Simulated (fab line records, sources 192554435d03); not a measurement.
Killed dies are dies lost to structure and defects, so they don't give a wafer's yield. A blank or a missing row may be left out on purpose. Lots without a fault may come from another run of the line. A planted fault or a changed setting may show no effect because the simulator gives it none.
fab line records | flow n5_finfet | part 2 of 2: steps 24 to 30 of 30
record lots=5 wafers=15 last_day=18
route steps=1938 shown MOL_CONTACT_COAG@625 BEOL_M0_SAQP@632
lots that met no fault: from a run of the same line without faults
start_h: hours from the record's first day to the start of the lot's first wafer shown | wait_h: hours since the lot's step before | " the same as in the row above | L1.1+2: a row that stands for several wafers | - no value, or no start given | * or withheld: withheld | < > ~ a bound
route shown NAME@n: a module of which the file shows steps, and the number in the route of the first | usual: mean/standard deviation of fault-free wafers | same: alike in all rows | chamber/n: place in a boat | sites: the reading at each site | _std_site: their standard deviation | _edge_site: outer sites' mean less inner sites' | radius_mm: how far each site lies from the wafer's centre | mask NAME#n: copy n | behind: the tool/chamber that last shaped the wafer | hold: why the lot was held/for how many hours/how that ended | device: the transistor (n, p or np) that didn't switch | end of line: the same wafers' tests at the end of the route | a step without rows: its recipe alone | killed: dies lost to structure and defects at the first sort, not the wafer's yield | map: a wafer's dies, x killed, . not, _ none there
set.NAME: the setting as run; set.NAME@STEP: as run at that earlier step | model.NAME: the simulator's own value behind a step, which no gauge read
lots at some steps of the route; a table a step, a row a wafer
services: from which hour (start_h, from the record's first day; less than 0 if before it) a tool's chamber was out of use, for how many hours, and why
## steps
# step N5_BEOL_M0_SAQP_CD_MEAS_14
# recipe target_cd_nm=42.5 landing_energy_ev=500 detector=se_inlens
# usual cd_nm=42.4/0.37
# columns lot.wafer tool chamber start_h wait_h cd_nm
L075.1 cd_sem-01 0 145.53 - 42.1
L075.2 " 0 " " 42.4
L075.5 " 0 " " 41.8
L082.2 cd_sem-01 0 151.45 - 42.5
L082.3 " 0 " " 42.5
L082.6 " 0 " " 42.3
L086.1 cd_sem-03 0 180.47 - 41.7
L086.4 " 0 " " 42.0
L086.5 " 0 " " 42.1
L093.1 cd_sem-03 0 224.65 - 42.7
L093.4 " 0 " " 42.7
L093.5 " 0 " " 43.1
L095.1 cd_sem-01 0 236.82 - 43.0
L095.2 " 0 " " 42.3
L095.3 " 0 " " 42.4
# step N5_BEOL_M0_SAQP_OVL_MEAS_15
# recipe points_per_wafer=44
# usual M0_CORE_OVL=0.3/0.71
# columns lot.wafer tool chamber start_h wait_h M0_CORE_OVL[nm]
L075.1 overlay-02 0 145.56 0.0 0.0
L075.2 " 0 " " 1.0
L075.5 " 0 " " -0.3
L082.2 overlay-01 0 151.48 0.0 0.6
L082.3 " 0 " " 0.7
L082.6 " 0 " " -0.1
L086.1 overlay-01 0 180.50 0.0 0.1
L086.4 " 0 " " 0.8
L086.5 " 0 " " -0.2
L093.1 overlay-01 0 224.68 0.0 0.1
L093.4 " 0 " " 0.7
L093.5 " 0 " " 0.6
L095.1 overlay-01 0 236.85 0.0 1.0
L095.2 " 0 " " 0.2
L095.3 " 0 " " 0.1
# step N5_BEOL_M0_SAQP_INSPECT_16
# recipe mode=adi inspect_instrument=brightfield
# usual raw_defect_count=496/130
# columns lot.wafer tool chamber start_h wait_h raw_defect_count
L075.1 defect_inspect-01 - 145.58 0.0 754
L075.2 " - " " 654
L075.5 " - " " 469
L082.2 defect_inspect-01 - 151.50 0.0 375
L082.3 " - " " 880
L082.6 " - " " 760
L086.1 defect_inspect-01 - 180.53 0.0 461
L086.4 " - " " 491
L086.5 " - " " 326
L093.1 defect_inspect-01 - 224.70 0.0 594
L093.4 " - " " 726
L093.5 " - " " 665
L095.1 defect_inspect-01 - 236.87 0.0 494
L095.2 " - " " 617
L095.3 " - " " 593
# step N5_BEOL_M0_SAQP_DESCUM_19
# recipe chemistry=O2 time_s=7.9 source_power_w=50 bias_power_w=20 pressure_mtorr=20 rf_frequency_hz=2.712e+07 temp_c=40 resist=CAR-ArF o2_flow_sccm=225
# usual drypump_motor_current_A=5.66/0.29 oes_product_au=0.75/0.094 rf_vpp_V=243.1/1.4 showerhead_plenum_p_Torr=2.08/0.068 throttle_valve_pct=20.43/0.26
# columns lot.wafer tool chamber start_h wait_h drypump_motor_current_A oes_product_au rf_hours_counter_h rf_vpp_V showerhead_plenum_p_Torr throttle_valve_pct
L075.1 rie_diel-04 3 146.23 0.6 5.48 0.72 209 242.3 1.99 20.76
L075.2 " 1 " " 5.94 0.76 158 244.6 2.16 20.20
L075.5 " 1 " " 5.90 0.75 - 244.5 2.16 20.19
L082.2 rie_diel-04 1 151.54 0.0 5.95 0.75 161 243.9 2.16 20.21
L082.3 " 0 " " 5.70 0.73 176 243.1 2.08 20.81
L082.6 " 1 " " 5.95 0.75 - 246.4 2.16 20.19
L086.1 rie_diel-05 2 180.56 0.0 5.87 0.72 160 241.4 2.08 20.19
L086.4 " 0 " " 5.33 0.73 175 242.5 2.06 20.22
L086.5 " 3 " " 6.33 0.96 - 244.9 2.22 20.41
L093.1 rie_diel-02 3 224.74 0.0 5.47 0.94 5 243.8 2.04 20.42
L093.4 " 0 " " 5.31 0.72 - 241.4 1.99 20.50
L093.5 " 3 " " 5.48 0.94 - 242.7 2.04 20.39
L095.1 rie_diel-02 0 236.91 0.0 5.30 0.71 198 242.1 1.99 20.49
L095.2 " 2 " " 5.69 0.96 3 243.4 2.13 19.99
L095.3 " 3 " " 5.50 0.92 8 242.3 2.04 20.41
# step N5_BEOL_M0_SAQP_ETCH_83
# recipe chemistry=CF4 target=SiARC target_depth_a=390 mask_material=CAR-ArF time_s=65 ion_energy_ev=80 pressure_mtorr=40 source_w=545 bias_w=36 Ar_flow_sccm=100 cf4_flow_sccm=100 ends=cleared
# usual drypump_motor_current_A=5.66/0.29 etch_rf_on_time_s=66.2/1.8 oes_product_au=0.64/0.081 rf_vpp_V=184.1/1.2 showerhead_plenum_p_Torr=2.14/0.07 throttle_valve_pct=15.67/0.22
# columns lot.wafer tool chamber start_h wait_h drypump_motor_current_A etch_rf_on_time_s oes_product_au rf_hours_counter_h rf_vpp_V showerhead_plenum_p_Torr throttle_valve_pct
L075.1 rie_diel-04 3 146.26 0.0 5.45 64.2 0.61 209 182.7 2.03 15.92
L075.2 " 1 " " 5.91 66.7 0.62 158 184.6 2.23 15.56
L075.5 " 1 " " 5.92 66.2 0.62 - 186.2 2.23 15.56
L082.2 rie_diel-04 1 151.58 0.0 5.93 66.8 0.62 161 185.1 2.23 15.56
L082.3 " 0 " " 5.68 69.9 0.61 176 183.6 2.13 15.95
L082.6 " 1 " " 5.94 66.6 0.62 - 184.1 2.23 15.57
L086.1 rie_diel-05 2 180.60 0.0 5.87 64.9 0.63 160 182.4 2.13 15.43
L086.4 " 0 " " 5.33 66.9 0.61 175 184.7 2.13 15.58
L086.5 " 3 " " 6.31 66.7 0.80 - 187.2 2.27 15.55
L093.1 rie_diel-02 3 224.77 0.0 5.49 63.4 0.81 5 181.8 2.10 15.52
L093.4 " 0 " " 5.28 67.6 0.61 - 183.8 2.04 15.79
L093.5 " 3 " " 5.48 63.6 0.81 - 184.7 2.10 15.54
L095.1 rie_diel-02 0 236.94 0.0 5.31 67.3 0.61 198 182.8 2.04 15.78
L095.2 " 2 " " 5.69 65.2 0.82 3 183.2 2.19 15.21
L095.3 " 3 " " 5.51 62.8 0.79 8 183.0 2.10 15.55
# step N5_BEOL_M0_SAQP_ETCH_84
# recipe chemistry=N2/H2 target=SOC target_depth_a=1000 overetch_a=200 mask_material=SiARC temp_c=40 time_s=150 ion_energy_ev=200 pressure_mtorr=30 source_w=840 bias_w=150 n2_flow_sccm=200 h2_flow_sccm=200
# usual drypump_motor_current_A=5.67/0.29 oes_product_au=0.68/0.081 rf_vpp_V=523.7/2.5 showerhead_plenum_p_Torr=2.54/0.09 throttle_valve_pct=17.89/0.21
# columns lot.wafer tool chamber start_h wait_h drypump_motor_current_A oes_product_au rf_hours_counter_h rf_vpp_V showerhead_plenum_p_Torr throttle_valve_pct
L075.1 rie_diel-04 3 146.31 0.0 5.50 0.64 209 520.8 2.42 18.12
L075.2 " 1 " " 5.95 0.66 158 525.5 2.67 17.84
L075.5 " 1 " " 5.96 0.66 - 525.8 2.66 17.85
L082.2 rie_diel-04 1 151.63 0.0 5.96 0.66 161 525.8 2.66 17.86
L082.3 " 0 " " 5.72 0.66 176 523.8 2.52 18.03
L082.6 " 1 " " 5.95 0.66 - 528.4 2.66 17.86
L086.1 rie_diel-05 2 180.65 0.0 5.82 0.66 160 523.7 2.53 17.55
L086.4 " 0 " " 5.33 0.65 175 524.4 2.52 17.65
L086.5 " 3 " " 6.31 0.86 - 528.7 2.73 17.89
L093.1 rie_diel-02 3 224.82 0.0 5.47 0.83 5 523.4 2.49 17.80
L093.4 " 0 " " 5.29 0.65 - 520.7 2.43 17.92
L093.5 " 3 " " 5.41 0.83 - 521.7 2.49 17.82
L095.1 rie_diel-02 0 236.99 0.0 5.31 0.64 198 521.3 2.43 17.95
L095.2 " 2 " " 5.71 0.86 3 526.2 2.62 17.60
L095.3 " 3 " " 5.50 0.82 8 523.8 2.49 17.79
# step N5_BEOL_M0_SAQP_STRIP_80
# recipe chemistry=N2/H2 temp_c=40 n2_flow_sccm=200 h2_flow_sccm=200 rf_frequency_hz=6e+07
# columns lot.wafer tool chamber start_h wait_h
L075.1+2+5 rie_diel-04 3,1,1 146.41 0.0
L082.2+3+6 rie_diel-04 1,0,1 151.72 0.0
L086.1+4+5 rie_diel-05 2,0,3 180.74 0.0
L093.1+4+5 rie_diel-02 3,0,3 224.92 0.0
L095.1+2+3 rie_diel-02 0,2,3 237.09 0.0
## services
# columns tool chamber start_h hours kind
cmp-01 - 91.85 1.7 repair
pecvd-02 1 114.80 17.8 repair
rie_diel-05 2 115.35 6.4 repair
pecvd-01 - 119.74 4.3 pm
arfi_scanner-03 - 123.40 1.3 pm
pecvd-01 2 124.38 24.2 repair
rie_diel-04 3 129.24 4.7 repair
rie_diel-05 3 129.79 4.6 repair
cmp-02 - 131.24 4.0 pm
cmp-01 - 152.68 1.9 repair
cmp-02 - 156.04 6.4 pm
rie_diel-02 3 158.29 9.1 repair
pvd_sputter-02 - 159.51 2.8 repair
arfi_scanner-03 - 164.13 0.8 pm
pecvd-01 - 164.59 14.6 pm
arfi_scanner-03 - 180.77 0.8 pm
cmp-02 - 183.32 16.4 pm
cmp-01 - 183.94 1.7 repair
rie_diel-02 1 189.70 2.6 repair
arfi_scanner-03 - 203.82 0.6 repair
pvd_sputter-02 - 207.13 4.6 repair
rie_diel-04 0 207.73 1.7 repair
pecvd-02 - 213.43 0.8 repair
arfi_scanner-03 - 224.61 1.0 pm
